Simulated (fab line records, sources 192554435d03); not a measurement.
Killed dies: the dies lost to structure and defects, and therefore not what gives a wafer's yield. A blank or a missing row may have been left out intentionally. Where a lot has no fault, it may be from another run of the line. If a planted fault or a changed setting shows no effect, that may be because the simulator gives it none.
fab line records + flow n5-finfet
record:
- lots: 4
- wafers: 12
- last-day: 16
route steps=1938 shown BEOL_M6@1243 BEOL_M7@1263 PASSIVATION@1936
lots untouched by any fault: they come from a run of this same line in which no faults occurred
start-h: hours from the record's first day to the start of the lot's first wafer shown + wait-h: hours from the lot's prior step to this one + " identical to the entry in the row above + L1.1+2: several wafers, shown together as one row + - no value present, or no start provided + * or withheld: withheld + < > ~ a bound
route shown NAME@n: a module of which the file shows steps, and the number in the route of the first + usual: the fault-free wafers' mean and standard deviation + same: alike in all rows + chamber/n: place in a boat + sites: per-site readings + _std_site: standard deviation across them + _edge_site: the outer-site mean with the inner-site mean subtracted + radius-mm: how far each site lies from the wafer's centre + mask NAME#n: copy n + behind: the most recent tool/chamber to have shaped the wafer + hold: cause of the lot's hold/its duration in hours/its outcome + device: transistor that didn't switch, given as n, p or np + end of line: the same wafers' tests at the end of the route + for a step that has no rows: nothing shown but its recipe + killed: not the wafer's yield, but the dies lost to structure and defects at the first sort + map: per-die view of a wafer (x killed, . not killed, _ where there is no die)
set.NAME: the run value of the setting; set.NAME@STEP: its run value at that earlier step + model.NAME: the simulator's own value behind a step, which no gauge read
a table for each step, a row for each wafer; lots at some steps of the route
== steps ==
step: N5_BEOL_M6_HM_STRIP_39
recipe:
- chemistry: peroxide-tin-strip
- material: TiN
- target-depth-a: 250
- temp-c: 50
- time-s: 158
step: N5_BEOL_M6_SRD_40
recipe:
- time-s: 30
- temp-c: 23
- rinse-liquid: diw
- dry: ipa-marangoni
step: N5_BEOL_M6_PRECLEAN_42
recipe:
- chemistry: residue-remover
- time-s: 60
- temp-c: 40
step: N5_BEOL_M6_SRD_43
recipe:
- time-s: 30
- temp-c: 23
- rinse-liquid: diw
- dry: ipa-marangoni
step: N5_BEOL_M6_CURE_75
recipe:
- temp-c: 370
- time-s: 120
- ambient: DMADMS/He
- material: SiCOH_lowk
step: N5_BEOL_M6_DEGAS_44
recipe:
- ambient: vacuum
- temp-c: 250
- time-s: 60
step: N5_BEOL_M6_PRE_CLEAN_45
recipe:
- gas: H2/He
- time-s: 30
- temp-c: 250
step: N5_BEOL_M6_ALD_77
recipe:
- material: TaN
- target-thk-a: 20
- temp-c: 275
- ald-precursor-family: PDMAT
- ald-co-reactant: NH3
- pressure-torr: 3
- carrier-flow-sccm: 1500
- pulse-time-s: 2
- purge-time-s: 3
- co-reactant-purge-time-s: 2
- co-reactant-pulse-time-s: 3
- ald-cycles: 40
- precursor-vessel-temp-c: 75
- precursor-vessel-pressure-torr: 26.25
- precursor-vessel-carrier-sccm: 1000
step: N5_BEOL_M6_SURFACE_TREAT_79
recipe:
- gas: Ar
- time-s: *
- ion-energy-ev: *
- ion-current-ma-cm2: 0.5
- pressure-mtorr: *
- ar-flow-sccm: 30
step: N5_BEOL_M6_CVD_78
recipe:
- material: Co
- target-thk-a: 20
- temp-c: withheld
- precursor: CCTBA/H2
- pressure-torr: 30
- time-s: 142.3
step: N5_BEOL_M6_SPUTTER_48
recipe:
- material: Cu
- target-thk-a: 100
- temp-c: -20
- bias-v: 60
- power-w: 26000
- chamber-pressure-pa: 0.13
- time-s: 1.667
step: N5_BEOL_M6_ECD_50
recipe:
- material: Cu
- target-thk-a: 3000
| lot.wafer  | tool      | chamber | start-h | wait-h |
|------------|-----------|---------|---------|--------|
| L930.1+2+5 | ecd-cu-01 | 1,0,1   | 189.81  | 0.1    |
| L934.1+4+5 | ecd-cu-02 | 1,0,1   | 212.51  | 0.1    |
| L942.3+4+6 | ecd-cu-01 | 1,0,1   | 280.74  | 0.1    |
| L943.1+2+6 | ecd-cu-01 | 1,0,0   | 280.88  | 0.1    |
step: N5_BEOL_M6_ANNEAL_51
recipe:
- temp-c: 225
- time-s: 90
- ambient: N2
step: N5_BEOL_M6_CMP_52
recipe:
- stop-on: SiCOH_lowk
- t-overpolish-s: 6.9
- down-force-psi: 1
- platen-rpm: 50
- clearing-platen-down-force-psi: 1.5
- clearing-platen-rpm: 50
- post-cmp-clean: cu-alkaline
- target-thk-nm: 80
- clearing-platen-pad-velocity-m-s: 0.99484
- pad-velocity-m-s: 0.99484
step: N5_BEOL_M6_PRE_CLEAN_55
recipe:
- gas: NH3
- time-s: 15
- temp-c: withheld
- rf-power-w: 300
step: N5_BEOL_M6_DEP_56
recipe:
- material: SiCN
- target-thk-a: 100
- temp-c: withheld
- precursor: 3MS/NH3
- pressure-torr: 3
- rf-w: 202
- time-s: 17.5
step: N5_BEOL_M7_ILD_DEP_00
recipe:
- material: SiCOH_lowk
- target-thk-a: 1797.5
- temp-c: 300
- precursor: DEMS/porogen
- pressure-torr: 5
- rf-w: 500
- time-s: 33.4
step: N5_BEOL_M7_CURE_74
recipe:
- temp-c: 385
- time-s: 240
- ambient: He/Ar
- material: SiCOH_lowk
step: N5_BEOL_M7_PECVD_70
recipe:
- material: SiO2
- target-thk-a: 200
- temp-c: 400
- precursor: TEOS/O2
- pressure-torr: 5.5
- rf-w: 450
- teos-flow-sccm: 53.8
- gas: O2
- flow-sccm: 3000
- time-s: 22.7
step: N5_BEOL_M7_HM_DEP_02
recipe:
- material: TiN
- target-thk-a: 200
- temp-c: 25
- chamber-pressure-pa: 0.49996
step: N5_BEOL_M7_COAT_59
recipe:
- resist: SOC
- temp-c: 250
- time-s: 60
- spin-rpm: 1500
- resist-thk-nm: 100
step: N5_BEOL_M7_COAT_60
recipe:
- resist: SiARC
- temp-c: 220
- time-s: 60
- spin-rpm: 1500
- resist-thk-nm: 35
step: N5_BEOL_M7_COAT_05
recipe:
- resist: CAR-ArF
- spin-rpm: 1500
- resist-thk-nm: 90
step: N5_BEOL_M7_EBR_07
recipe:
- solvent: PGMEA
- ebr-width-mm: 1.5
step: N5_BEOL_M7_SOFTBAKE_06
recipe:
- temp-c: 110
- time-s: 60
- resist: CAR-ArF
step: N5_BEOL_M7_EXPOSE_08
recipe:
- mask-id: M7
- na: 1.35
- source-shape: dipole
- sigma-inner: 0.817
- sigma-outer: 0.97
- polarization: te
- dose-mj: 68.25
step: N5_BEOL_M7_PEB_09
recipe:
- peb-temp-c: withheld
- peb-time-s: 60
- resist: CAR-ArF
step: N5_BEOL_M7_DEVELOP_10
recipe:
- develop-time-s: 30
- developer: TMAH
- resist: CAR-ArF
- rinse-liquid: diw
- dry: air-spin
- dev-temp-c: 23
step: N5_BEOL_M7_DESCUM_16
recipe:
- chemistry: O2
- time-s: 7.9
- source-power-w: 50
- bias-power-w: 20
- pressure-mtorr: 20
- rf-frequency-hz: 2.712e+07
- temp-c: 40
- resist: CAR-ArF
- o2-flow-sccm: 225
step: N5_BEOL_M7_ETCH_61
recipe:
- chemistry: CF4
- target: SiARC
- target-depth-a: 455
- mask-material: CAR-ArF
- time-s: 75.8
- ion-energy-ev: 80
- pressure-mtorr: 40
- source-w: 545
- bias-w: 36
- Ar_flow_sccm: 100
- cf4-flow-sccm: 100
- ends: cleared
step: N5_BEOL_M7_ETCH_62
recipe:
- chemistry: N2/H2
- target: SOC
- target-depth-a: 1100
- overetch-a: 220
- mask-material: SiARC
- temp-c: 40
- time-s: 165
- ion-energy-ev: 200
- pressure-mtorr: 30
- source-w: 840
- bias-w: 150
- n2-flow-sccm: 200
- h2-flow-sccm: 200
step: N5_BEOL_M7_STRIP_68
recipe:
- chemistry: N2/H2
- temp-c: 40
- n2-flow-sccm: 200
- h2-flow-sccm: 200
- rf-frequency-hz: 6e+07
step: N5_BEOL_M7_STRIP_67
recipe:
- chemistry: CF4
- resist: SiARC
- power-w: 300
- bias-power-w: 75
- pressure-mtorr: 50
- cf4-flow-sccm: 150
- rf-frequency-hz: 6e+07
step: N5_BEOL_M7_HM_OPEN_17
recipe:
- chemistry: Cl2/BCl3
- target-depth-a: 200
- overetch-a: 60
- target: TiN
- mask-material: SOC
- ion-energy-ev: 150
- pressure-mtorr: 10
- icp-w: 1000
- bias-w: 126
- Cl2_flow_sccm: 53.25
- bcl3-flow-sccm: 21.75
- Ar_flow_sccm: 25
step: N5_PASSIVATION_PROBE_49
usual:
- defect-limited-yield: 91.0/1.4
- killed_at_M0_to_M3: 35/10
- killed_at_M4_up: 14/5.5
- killed-at-contacts: 13/5.6
- killed-at-front-end: 41/11
- killed-at-other: 4/3.4
- killed-dies: 106/16
- killed-on-rim: 13/4
- killed-open: 68/12
- killed-short: 35/7.3
- sort_bin_4_leakage: 0.3/2.1
- sort_bin_5_function: 5.3/0.89
- sort_bin_6_memory: 3.4/0.67
- sort-n-pass: 1070/28
- sort-yield-pct: 90.7/2.4
same:
- gross-dies: 1180
- killed-at-back-side: 0
- sort_bin_8_speed[%]: 0
| lot.wafer | tool      | chamber | start-h | wait-h | defect-limited-yield[%] | killed_at_M0_to_M3 | killed_at_M4_up | killed-at-contacts | killed-at-front-end | killed-at-other | killed-dies | killed-on-rim | killed-open | killed-short | sort_bin_4_leakage[%] | sort_bin_5_function[%] | sort_bin_6_memory[%] | sort-n-pass | sort-yield-pct[%] |
|-----------|-----------|---------|---------|--------|-------------------------|--------------------|-----------------|--------------------|---------------------|-----------------|-------------|---------------|-------------|--------------|-----------------------|------------------------|----------------------|-------------|-------------------|
| L930.1    | prober-01 | -       | 278.73  | 0.0    | 90.3                    | 35                 | 13              | 21                 | 42                  | 3               | 114         | 12            | 72          | 40           | 0                     | 5.9                    | 3.6                  | 1066        | 90.3              |
| L930.2    | prober-01 | -       | 278.78  | 0.1    | 91.7                    | 36                 | 8               | 8                  | 39                  | 7               | 98          | 17            | 70          | 27           | 0                     | 4.2                    | 4.2                  | 1082        | 91.7              |
| L930.5    | prober-01 | -       | 278.93  | 0.2    | 92.4                    | 40                 | 13              | 8                  | 21                  | 8               | 90          | 11            | 70          | 18           | 0                     | 4.6                    | 2.6                  | 1090        | 92.4              |
| L934.1    | prober-02 | -       | 307.32  | 0.0    | 91.2                    | 8                  | 14              | 15                 | 62                  | 5               | 104         | 8             | 70          | 32           | 0                     | 5.1                    | 3.4                  | 1076        | 91.2              |
| L934.4    | prober-02 | -       | 307.47  | 0.2    | 92.3                    | 22                 | 7               | 18                 | 42                  | 2               | 91          | 9             | 54          | 28           | 0                     | 3.6                    | 3.1                  | 1089        | 92.3              |
| L934.5    | prober-02 | -       | 307.52  | 0.2    | 93.0                    | 14                 | 4               | 12                 | 46                  | 7               | 83          | 12            | 46          | 31           | 0                     | 4.7                    | 2.1                  | 1097        | 93.0              |
| L943.1    | prober-01 | -       | 373.34  | 0.0    | 33.6                    | 24                 | 721             | 11                 | 27                  | 1               | 784         | 101           | 40          | 25           | 0                     | 43.5                   | 18.2                 | 396         | 33.6              |
| L943.2    | prober-01 | -       | 373.39  | 0.1    | 91.9                    | 25                 | 9               | 16                 | 43                  | 3               | 96          | 10            | 64          | 31           | 0                     | 4.4                    | 3.4                  | 1084        | 91.9              |
| L943.6    | prober-01 | -       | 373.59  | 0.3    | 90.8                    | 19                 | 14              | 26                 | 49                  | 1               | 109         | 9             | 71          | 37           | 0                     | 5.6                    | 3.2                  | 1071        | 90.8              |
| L942.3    | prober-02 | -       | 379.48  | 0.1    | 31.3                    | 20                 | 753             | 9                  | 28                  | 1               | 811         | 103           | 40          | 26           | 7.7                   | 46.4                   | 16.7                 | 278         | 23.6              |
| L942.6    | prober-02 | -       | 379.63  | 0.3    | 31.5                    | 19                 | 765             | 1                  | 20                  | 3               | 808         | 113           | 29          | 18           | 0                     | 44.2                   | 18.8                 | 372         | 31.5              |
killed by level:class
L930.1 MOL_CONTACT_COAG:geometric-particle:open=18 BEOL_M2:geometric-particle:open=11 GATE_CUT:geometric-particle:short=9 FIN_SAQP:geometric-particle:open=7 FIN_SAQP:geometric-particle:short=6 BEOL_M1:geometric-particle:open=6 STI_FIN_REVEAL:geometric-particle:open=4 GATE_CUT:geometric-particle:open=4
L930.2 FIN_SAQP:geometric-particle:open=11 BEOL_M1:geometric-particle:open=8 STI_FIN_REVEAL:geometric-particle:open=7 MOL_CONTACT_COAG:geometric-particle:open=7 BEOL_M0_SAQP:geometric-particle:open=7 GATE_CUT:geometric-particle:short=6 BEOL_M2:geometric-particle:open=5 GATE_CUT:geometric-particle:open=4
L930.5 BEOL_M3:geometric-particle:open=13 BEOL_M2:geometric-particle:open=9 MOL_CONTACT_COAG:geometric-particle:open=8 BEOL_M1:geometric-particle:open=7 BEOL_M5:geometric-particle:open=6 GATE_CUT:geometric-particle:short=5 GATE_CUT:geometric-particle:open=4 BEOL_M0:geometric-particle:open=4
L934.1 FIN_SAQP:geometric-particle:short=14 STI_FIN_REVEAL:geometric-particle:open=13 MOL_CONTACT_COAG:geometric-particle:open=13 FIN_SAQP:geometric-particle:open=12 BEOL_M4:geometric-particle:open=6 GATE_CUT:geometric-particle:open=5 STARTING-WAFER:geometric-particle:open=5 DUMMY_GATE:geometric-particle:open=3
L934.4 MOL_CONTACT_COAG:geometric-particle:open=15 BEOL_M0_SAQP:geometric-particle:short=8 FIN_SAQP:geometric-particle:short=7 STI_FIN_REVEAL:geometric-particle:open=7 HKMG_FIN:area-etch=7 BEOL_M2:geometric-particle:open=6 GATE_CUT:geometric-particle:open=6 FIN_SAQP:geometric-particle:open=4
L934.5 MOL_CONTACT_COAG:geometric-particle:open=10 FIN_SAQP:geometric-particle:short=8 STI_FIN_REVEAL:geometric-particle:open=8 GATE_CUT:geometric-particle:short=7 FIN_SAQP:geometric-particle:open=6 GATE_CUT:geometric-particle:open=5 BEOL_M2:geometric-particle:short=4 DUMMY_GATE:geometric-particle:open=3
L943.1 BEOL_M6:unspecified=718 MOL_CONTACT_COAG:geometric-particle:open=8 FIN_SAQP:geometric-particle:open=6 STI_FIN_REVEAL:geometric-particle:open=5 BEOL_M0_SAQP:geometric-particle:short=5 BEOL_M0_SAQP:geometric-particle:open=4 BEOL_M2:geometric-particle:open=4 FIN_SAQP:geometric-particle:short=3
L943.2 BEOL_M0_SAQP:geometric-particle:short=13 FIN_SAQP:geometric-particle:open=12 MOL_CONTACT_COAG:geometric-particle:open=11 STI_FIN_REVEAL:geometric-particle:open=9 ILD0:geometric-particle:open=8 BEOL_M0_SAQP:geometric-particle:open=7 MOL_CONTACT_COAG:geometric-particle:short=5 BEOL_M4:geometric-particle:open=5
L943.6 MOL_CONTACT_COAG:geometric-particle:open=21 FIN_SAQP:geometric-particle:open=9 STI_FIN_REVEAL:geometric-particle:open=8 GATE_CUT:geometric-particle:short=6 FIN_SAQP:geometric-particle:short=5 MOL_CONTACT_COAG:geometric-particle:short=5 ILD0:geometric-particle:short=4 BEOL_M0_SAQP:geometric-particle:open=4
L942.3 BEOL_M6:unspecified=743 FIN_SAQP:geometric-particle:short=9 MOL_CONTACT_COAG:geometric-particle:open=7 BEOL_M2:geometric-particle:open=7 BEOL_M1:geometric-particle:open=5 BEOL_M4:geometric-particle:open=5 STI_FIN_REVEAL:geometric-particle:short=4 STI_FIN_REVEAL:geometric-particle:open=4
L942.6 BEOL_M6:unspecified=759 FIN_SAQP:geometric-particle:short=5 BEOL_M0:geometric-particle:open=5 FIN_SAQP:geometric-particle:open=4 BEOL_M4:geometric-particle:open=4 BEOL_M1:geometric-particle:open=4 GATE_CUT:geometric-particle:short=3 BEOL_M0:geometric-particle:short=3
map L942.3 (x killed, . not)
_________________xxx.xxxxxxx.________________
______________x..xxxxx.xx..x.x.x_____________
___________xxxxxx..xxxx....xx.x.x.x__________
__________.x...x.x..xx.xx.xx.xxxx..x_________
________...xxx.xxxxxxxxx.x.xx..xxxxxxx_______
_______.x.xx.xxxx.xx.xxx.xxxx...xx..xxx______
______.xxxxxx.xxx.xxx.xxxxxx.xxxx.x.x.xx_____
_____x..x.xxx.xx.x..xx.xx.x..x.xxx.x.x..x____
____x.xxxxx.xxx....xx.xx.xxxxxxx...x..xxxx___
___x.xxxxxxxxx.x.x..xxxxxx..x..xxxxxxx.xxxx__
___xxxxx.xx.xxx.xx.x.xxx...x..xxxx..xxxx.xx__
__xxx..x.x..xxxx.xxx.x.xxxxxxxxxx.x.xxxxxxxx_
__.x.xxxx..xx.x.x..x.x.xxx.xxx.x.xxxx..x.xxx_
_xxx.xx.x.xxxx.xxxxx..xxx.xxxxxx.xx.x..x.xxxx
_xx.xxxxxxxxxxx.xxxxxx.x.xxxx.xxx..x.xxxxxx.x
_xxxxxx.x..xxxxxxxx......xxx.xx.x..xxxxxxxxx.
_.xx...x.x.x..xxxxxxxxxxxxxxx.x.x.xxxx..xxxxx
_xx......xx.xxx..xxxx...xxxx..xx.xxxx.xx.xx.x
_xxx...xxx..xx.xxxxxx.xx.....xxxxx.xx.xx..x..
_xxxxxx.xx.xx...xxxxxxx.xx.xxxxxxxx.xxxxxx..x
_xxxxxxx.xxx.xxxx.xx..xx.xxxxxxxxx.x.x.xxxxx.
__.x.xxxxxx..x.xxxxx.x.xxx.xxxx.xxxxxxxxxx.._
__.xxx.xxx.xxx..xxx..x...xxx..x.xxxxx..xxxxx_
___xx.xxx..xx..xxxx.x.xx.xxx.xx.xx.x.x..x.x__
___.xxxxxxxx.xx.xx..xx.x.x.xxxxxxxx.xx..xxx__
____..xx.xx.xx.xx.xx.xxx.xx.xxxxx.x.x.xxx.___
_____x....xx..xxxxxxxxx.xxx.xxxxxxx.xxxxx____
______.xxx..xxxxxxx.xxxxxxx..xxx...xxx.x_____
_______xxx.xxxxxxxxxx..x.xxxx.xx.xx..x.______
________xx.xx.xxx.xxxxx.xx.x.xxxxxx..x_______
__________xxx..x.xxxxxx.xxxxxxx...xx_________
___________.xxxx.x..x.x.xx...xxx.xx__________
______________xxxxx.xx.x.xxx...._____________
_________________x...xxx.x.xx________________
map L943.1 (x killed, . not)
_________________x..xxx.xxxx.________________
______________.xxx..xx.xxx.xxxxx_____________
___________xx..x..x.xx.x..x.xx.x.x.__________
__________.xxx.xx.x.x.xx..x.x.xxxx.._________
________xxxx.xx..x.xx.xxxx.xx..xxx.x.x_______
_______xxxxx.xxxxxx.xxxxx.x.xxx...x.xxx______
______xxx.x.x.x.xxx.x.xxxxxxx..x..xxxxxx_____
_____xxxxxxxxxx.x.x..xx.....xxxxxx.xx.xxx____
____x..xxxxx.xxxxxxxxx.x..xx....x.xxx.xxx.___
___x.xxx.xxx.xxxx.xx....xxxx.xxxx.x.xx..xxx__
___.xxxx.xxx...xx...xxxxx.x.xxx..x.xx.xxx..__
__xxxxxxxx.x.xxxx.xx.xxxxxx.xxxxxxxxxx.xxxxx_
__x.xx.x..xxxxx..xxxxx.xxxx..x..xxxxxx.x...._
_.x.xxxxxx.x.x.xx.xx.xx.x.xx.x...xxx.x..x..xx
_.x...xxxx.xx.x..x.xxxxx...xx.x.xxxxxx.xx.xx.
_.xx..xxxx..xxxxx.xx...x..xxxxxxxxxxxx.x...xx
_.xxx.xxxxxxxxxxx....x.x.x..xxxxxxxx.xx.xx...
_xxxxxx..x.xx.x..xxx...xx..xx..x..xxxxx.xxxx.
_x.x.xx..xx.xxxxxx..xxxxx..xxxxxxxxxx.x.xxxxx
_x.xx.xx.x...xxx.x.xxx.xx.xx.xxxxxxxxxx.xxxx.
_xx...xxxxxx.xxxxxxx.x...x.xx.xxxxxxxxxxxxxx.
__xxxx.x.x.x.xxxx..xxxxx..xxxxxxxxxxxxx..xxx_
__x.x...xxx.x.xxxxx..x..x.xxx..xxx..xxxxx..x_
___xxxxxxx.x.xxxxx.xxx.xx..xxxxx.x..xx.xx.x__
___..x.x.xx.xxxx.xxxxxxxx.xxxx.x.x...xx.x..__
____xx....x..xxxx.x..xx.x..x.x..x.xxxxxx.x___
_____xxxx.x.xxxx.xx.x.xx.xxx..x...x..xxxx____
______.xxx.xxx.x...xxxxx.x...x.xxxx...xx_____
_______.xxxxx.xxxxxxxxxxx.x..x..x.x.xxx______
________..x.xxxxx.xxx..xxxx.....x.xx.x_______
__________x.x.x.xxxxx..xxxxxx.xxx.xx_________
___________xxx..x..x..x.xxxxxx..xxx__________
______________xx..xxx.xxxxxxxx.x_____________
_________________xx.xx....xxx________________
== key ==
first-sign:
- step: N5_PASSIVATION_PROBE_49
- reading: killed_at_M4_up
- direction: up
- sigmas: 99+
- usual: 14
- struck: 746
effect:
- step: N5_PASSIVATION_PROBE_49
- reading: defect-limited-yield
- direction: down
- sigmas: 43
- usual: 91.0
- struck: 32.1
more-kills-born-at:
- N5_BEOL_M6_ECD_50@ecd-cu-01: 2220
met-at N5_BEOL_M6_ECD_50
struck-wafers L942.3,L942.6,L943.1
onset-between 189.81 280.74
fault:
- kind: chamber-particle-source
- tool: ecd-cu-01
- chamber: 1
- onset-h: 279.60
- steps: N5_BEOL_M6_ECD_50
- rate-per-visit-cm2: 1.9301
- end-h: 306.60
